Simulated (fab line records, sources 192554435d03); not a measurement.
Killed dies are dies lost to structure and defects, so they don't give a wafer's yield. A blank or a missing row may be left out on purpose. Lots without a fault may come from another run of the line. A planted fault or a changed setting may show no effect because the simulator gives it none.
Split-lot experiment | flow n5_finfet | 7 lots, 21 wafers read, on a route of 1938 steps

THE SPLIT
At N5_FIN_CUT_COAT_02 (resist thk 30 nm), the setting spin_rpm was moved away from the recipe's 1500 rpm on 7 of the 21 wafers read, by -8.5% to +9.1%. The other wafers ran this setting at the recipe's value.

FROM THE SPLIT TO THE READING: what the file shows between them, 4 steps
- N5_FIN_CUT_EBR_04
- N5_FIN_CUT_SOFTBAKE_03: time 60 s
- N5_FIN_CUT_EXPOSE_05: exposes mask FIN CUT
- N5_FIN_CUT_PEB_06: peb time 60 s

THE READING
CAR-EUV_of_FIN_CUT_COAT_02.thk_nm (the simulator's own value, which no gauge read), in nm, at N5_FIN_CUT_DEVELOP_07 (develop time 30 s). The file gives no usual value for it. The 14 wafers here that ran the recipe average 29.5 nm, standard deviation 0.12 nm.

wafer  | tool, chamber at the split | spin_rpm as run, rpm | against the recipe | CAR-EUV_of_FIN_CUT_COAT_02.thk_nm, nm | against lot-mates on the recipe
L078.1 | litho_track-03, 0          | 1500                 | recipe             | 29.4                                  | -
L078.3 | litho_track-03, 0          | 1500                 | recipe             | 29.4                                  | -
L078.2 | litho_track-03, 0          | 1636                 | +9.1%              | 28.2                                  | -1.2
L081.2 | litho_track-01, 0          | 1500                 | recipe             | 29.6                                  | -
L081.4 | litho_track-01, 0          | 1500                 | recipe             | 29.6                                  | -
L081.5 | litho_track-01, 0          | 1406                 | -6.3%              | 30.8                                  | +1.2
L082.1 | litho_track-03, 0          | 1500                 | recipe             | 29.4                                  | -
L082.5 | litho_track-03, 0          | 1500                 | recipe             | 29.4                                  | -
L082.6 | litho_track-03, 0          | 1500                 | recipe             | 29.4                                  | -
L087.1 | litho_track-01, 0          | 1500                 | recipe             | 29.6                                  | -
L087.3 | litho_track-01, 0          | 1500                 | recipe             | 29.8                                  | -
L087.4 | litho_track-01, 0          | 1408                 | -6.1%              | 30.8                                  | +1.1
L088.1 | litho_track-01, 0          | 1592                 | +6.1%              | 28.6                                  | -0.8
L088.4 | litho_track-01, 0          | 1592                 | +6.1%              | 28.6                                  | -0.8
L088.6 | litho_track-01, 0          | 1500                 | recipe             | 29.4                                  | -
L090.2 | litho_track-02, 0          | 1373                 | -8.5%              | 31                                    | +1.4
L090.5 | litho_track-02, 0          | 1373                 | -8.5%              | 31                                    | +1.4
L090.4 | litho_track-02, 0          | 1500                 | recipe             | 29.6                                  | -
L097.1 | litho_track-01, 0          | 1500                 | recipe             | 29.6                                  | -
L097.5 | litho_track-01, 0          | 1500                 | recipe             | 29.6                                  | -
L097.6 | litho_track-01, 0          | 1500                 | recipe             | 29.6                                  | -

THE FIT
A straight line over all 21 wafers: CAR-EUV_of_FIN_CUT_COAT_02.thk_nm changes by -0.169 nm for each +1% of spin_rpm; r = -0.98; the points scatter about the line by 0.13 nm.
The same after taking each lot's own level away (the mean of its wafers on the recipe; 21 wafers): -0.154 nm for each +1%; r = -0.99; scatter 0.087 nm.
On that fit, the largest move of spin_rpm shifts the reading by 1.4 nm.
The lots' own levels span 29.40 to 29.70 nm, that is 2.5 times the standard deviation above.
So the lot-to-lot level changes the slope little: the two slopes agree.
Check: with one of the wafers moved furthest among these (+9.1%) left out of the fit, the line predicts -1.41 nm for it against its lot-mates. It came out at -1.2 nm against them.

OTHER SPLITS ON THESE WAFERS
These wafers also went through other splits before the reading. Each is held against what the fit with the lots' levels taken away leaves over:
other split on the same wafers        | wafers away from the commonest value | r with CAR-EUV_of_FIN_CUT_COAT_02.thk_nm (lot level and that fit taken away)
N5_FIN_SAQP_EXPOSE_13 dose_mj         | 11                                   | +0.29
N5_FIN_SAQP_DEVELOP_15 develop_time_s | 5                                    | -0.12

THE WHOLE CHAIN: every reading that the file lists as answering this split, in the file's order
step                  | what it does      | reading                                                                            | change (the file's fit)               | r (the file's)
N5_FIN_CUT_COAT_02    | resist thk 30 nm  | CAR-EUV_of_FIN_CUT_COAT_02.thk_nm (the simulator's own value, which no gauge read) | -0.152 nm for each +1% of the setting | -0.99
N5_FIN_CUT_DEVELOP_07 | develop time 30 s | CAR-EUV_of_FIN_CUT_COAT_02.thk_nm (the simulator's own value, which no gauge read) | -0.156 nm for each +1% of the setting | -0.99

THE FILE'S OWN FIT
CAR-EUV_of_FIN_CUT_COAT_02.thk_nm changes by -0.156 nm for each +1% of spin_rpm, r = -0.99.
